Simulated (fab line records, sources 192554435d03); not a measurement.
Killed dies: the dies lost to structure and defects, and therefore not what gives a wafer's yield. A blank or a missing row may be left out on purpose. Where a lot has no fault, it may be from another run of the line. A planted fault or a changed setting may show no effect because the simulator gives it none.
Chamber matching | flow n5 finfet | cmp-04 running N5_MOL_CONTACT_COAG_CMP_23: 4 sister chambers
The step polishes, stops on SiO2, t overpolish 1.5 s, target thk 0 nm. 4 wafers are shown with their chamber, then 6 later ones without.

== EACH WAFER AND ITS CHAMBER ==
wafer  | chamber | motor current A (A)
L083.2 | 2       | 9.4
L088.2 | 0       | 7.9
L089.2 | 3       | 8.6
L090.1 | 1       | 10.7

== WAFERS WITHOUT THEIR CHAMBER ==
wafer  | motor current A (A)
L090.3 | 8.2
L094.2 | 8.2
L094.3 | 9.7
L094.4 | 8.2
L096.2 | 8.5
L096.3 | 8.4

== EACH ONE'S CHAMBER ==
wafer  | from the rows above     | in truth
L090.3 | can't be placed: 0 or 3 | 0
L094.2 | can't be placed: 0 or 3 | 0
L094.3 | 2                       | 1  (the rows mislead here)
L094.4 | can't be placed: 0 or 3 | 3
L096.2 | can't be placed: 3 or 0 | 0
L096.3 | can't be placed: 3 or 0 | 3
Correct placement for 0 of the 6. Unplaceable from these rows: 5, with the true chamber sitting among the candidates in 5. Placed wrongly: 1.
How it was worked out, from the rows above alone: a wafer's distance from a chamber is the root of the sum, over the readings, of the square of ((its reading less the chamber's mean) divided by the reading's scatter). If the next closest chamber is less than 2 further off than the closest, the wafer can't be placed; otherwise it belongs to the closest. Each chamber's mean is taken over the wafers shown for it. The scatter: with one shown wafer a chamber, the root of the mean of the squares of how far each hidden wafer lies from its nearest shown one.
